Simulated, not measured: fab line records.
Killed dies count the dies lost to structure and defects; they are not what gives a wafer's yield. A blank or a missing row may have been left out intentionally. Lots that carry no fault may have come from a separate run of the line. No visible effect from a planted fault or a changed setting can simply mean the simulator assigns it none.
Which tool did it? -- flow n5 finfet -- 72 wafers from 24 lots sampled at 2 of the route's 1938 steps

WHAT THE GAUGES SHOWED, per wafer
N5_SD_EPI_N_CD_MEAS_09 targets a cd of 120 nm.
lot,measured,on,cd nm (nm)
L074,day 3 02:07,cd sem-01,119.5 119.7 119.6
L076,day 3 11:43,cd sem-02,121.0 119.6 119.8
L075,day 3 11:57,cd sem-02,119.2 119.1 119.9
L077,day 3 19:46,cd sem-02,119.4 119.7 119.5
L078,day 4 00:25,cd sem-01,120.1 119.6 119.8
L079,day 4 08:07,cd sem-01,119.7 119.5 119.3
L081,day 4 22:53,cd sem-02,121.1 120.5 120.9
L080,day 4 23:59,cd sem-02,118.8 119.0 120.4
L082,day 5 05:28,cd sem-01,119.6 120.4 119.5
L083,day 5 09:46,cd sem-03,119.8 119.5 118.8
L084,day 5 17:19,cd sem-02,118.8 119.6 120.3
L085,day 6 00:06,cd sem-01,118.9 119.1 119.1
L086,day 6 03:53,cd sem-01,121.1 120.8 120.7
L088,day 6 11:46,cd sem-01,120.2 119.3 120.3
L087,day 6 13:52,cd sem-03,119.9 120.7 119.5
L089,day 6 20:43,cd sem-01,119.4 119.2 120.6
L090,day 6 23:41,cd sem-03,120.3 119.7 121.1
L091,day 7 07:05,cd sem-03,120.7 119.4 120.1
L092,day 7 11:28,cd sem-03,118.9 119.8 118.6
L093,day 7 18:52,cd sem-02,121.0 120.8 121.2
L094,day 8 01:02,cd sem-02,118.9 119.3 118.6
L095,day 8 06:25,cd sem-02,119.6 120.8 119.3
L096,day 8 14:55,cd sem-02,120.9 121.5 120.7
L097,day 8 20:29,cd sem-02,120.0 118.9 119.0

WHAT TOOL EACH LOT RAN ON (gives the tool, then ch and the chambers of the sampled wafers, and finally the start)
lot,N5_SPACER0_ALD_07
L074,"ald sin-03 ch 0,2,3, day 3 01:17"
L076,"ald sin-03 ch 1,2,3, day 3 10:45"
L075,"ald sin-01 ch 1,2,3, day 3 10:59"
L077,"ald sin-01 ch 1,2, day 3 18:48"
L078,"ald sin-01 ch 1,2,3, day 3 23:26"
L079,"ald sin-01 ch 0,2,3, day 4 07:09"
L081,"ald sin-01 ch 0,1,3, day 4 21:55"
L080,"ald sin-03 ch 1,2,3, day 4 23:01"
L082,"ald sin-02 ch 0,1,3, day 5 04:37"
L083,"ald sin-01 ch 0,2,3, day 5 08:47"
L084,"ald sin-01 ch 1,2, day 5 16:20"
L085,"ald sin-03 ch 0,2,3, day 5 23:08"
L086,"ald sin-01 ch 0,2,3, day 6 02:55"
L088,"ald sin-02 ch 1,2,3, day 6 10:48"
L087,"ald sin-03 ch 0,1,2, day 6 13:01"
L089,"ald sin-01 ch 1,2, day 6 19:44"
L090,"ald sin-03 ch 0,1,2, day 6 22:51"
L091,"ald sin-02 ch 2,3, day 7 06:15"
L092,"ald sin-03 ch 0,2,3, day 7 10:38"
L093,"ald sin-03 ch 1,2,3, day 7 17:55"
L094,"ald sin-02 ch 0,1,2, day 8 00:11"
L095,"ald sin-03 ch 0,2,3, day 8 05:27"
L096,"ald sin-03 ch 0,1,2, day 8 14:04"
L097,"ald sin-01 ch 0,2,3, day 8 19:31"
- N5_SPACER0_ALD_07: deposits SiNx, target thk 2 nm.

WHAT THE TOOLS THEMSELVES READ (means of the sampled wafers that have a number; where no wafer has one, the mark that the record gives instead)
N5_SPACER0_ALD_07.
lot,tool,heater power w (W)
L074,ald sin-03,878
L076,ald sin-03,867
L075,ald sin-01,797
L077,ald sin-01,775
L078,ald sin-01,794
L079,ald sin-01,768
L081,ald sin-01,755
L080,ald sin-03,868
L082,ald sin-02,978
L083,ald sin-01,779
L084,ald sin-01,812
L085,ald sin-03,880
L086,ald sin-01,775
L088,ald sin-02,893
L087,ald sin-03,804
L089,ald sin-01,799
L090,ald sin-03,832
L091,ald sin-02,822
L092,ald sin-03,875
L093,ald sin-03,867
L094,ald sin-02,937
L095,ald sin-03,885
L096,ald sin-03,807
L097,ald sin-01,779

THE ANSWER, worked out from the rows above alone
Rule: usual is defined by the lots themselves. Put in order of their means at a reading, lots are off if they are a third of the lots or fewer, leave a main group of 4 or more, and stand apart from it by a gap of 3 or more times the standard deviation of the main group's means; of several such gaps the widest counts. Not used: any main group whose means are identical at the precision the tables above print for the reading. Also off: a lot with no number at a reading for which 4 or more lots have one. Where the step has rows for the other lots, those lots are counted as sound. After the gauges, taken in route order, come the tools' own readings; for these a lot's mean is taken, as printed above. The first step at which some lot is off is used, and at that step the reading that is off furthest; a lot without a number counts as furthest.
No lot is off at any reading shown: from this, nothing can be told.

WHAT THE SIMULATOR HAD INSERTED
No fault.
